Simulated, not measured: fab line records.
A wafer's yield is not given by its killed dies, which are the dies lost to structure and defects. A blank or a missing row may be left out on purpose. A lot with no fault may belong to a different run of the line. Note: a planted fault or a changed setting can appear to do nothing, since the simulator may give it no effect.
Chamber matching + flow nand harc + NHARC_A_WL_FILL_CMP_12 on cmp-01 has 4 sister chambers
The step polishes, t overpolish 30 s, target thk 75 nm. 4 wafers are shown with their chamber, then 9 later ones without.

## WAFERS PAIRED WITH THEIR CHAMBERS
| wafer  | chamber | motor current A (A) |
|--------|---------|---------------------|
| L090.3 | 1       | 11.1                |
| L089.2 | 2       | 12.2                |
| L089.3 | 0       | 12.4                |
| L089.5 | 3       | 11.4                |

## WAFERS WHOSE CHAMBER IS MISSING
| wafer  | motor current A (A) |
|--------|---------------------|
| L092.1 | 11.5                |
| L092.5 | 11.8                |
| L092.6 | 10.9                |
| L094.3 | 12.8                |
| L094.4 | 12.3                |
| L094.5 | 11.9                |
| L096.1 | 12.9                |
| L096.2 | 10.7                |
| L096.3 | 12.9                |

## WHICH CHAMBER EACH ONE RAN IN
| wafer  | from the rows above               | in truth |
|--------|-----------------------------------|----------|
| L092.1 | can't be placed: 3 or 1 or 2      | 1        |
| L092.5 | can't be placed: 2 or 3 or 0 or 1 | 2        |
| L092.6 | can't be placed: 1 or 3           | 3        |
| L094.3 | can't be placed: 0 or 2           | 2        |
| L094.4 | can't be placed: 0 or 2           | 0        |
| L094.5 | can't be placed: 2 or 0 or 3 or 1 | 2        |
| L096.1 | can't be placed: 0 or 2           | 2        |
| L096.2 | can't be placed: 1 or 3           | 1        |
| L096.3 | can't be placed: 0 or 2           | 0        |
Correct placement for 0 of the 9. Cannot be placed on the basis of these rows: 9; the candidates contain the true chamber in 9. Number placed wrongly: 0.
How it was worked out, from the rows above alone: a wafer's distance from a chamber is the root of the sum, over the readings, of the square of ((its reading less the chamber's mean) divided by the reading's scatter). The wafer belongs to the nearest chamber; if the next one is less than 2 further off, it can't be placed. Each chamber's mean is taken over the wafers shown for it. The scatter (one wafer shown for each chamber): square how far every hidden wafer sits from the nearest shown wafer, average those squares and take the square root.
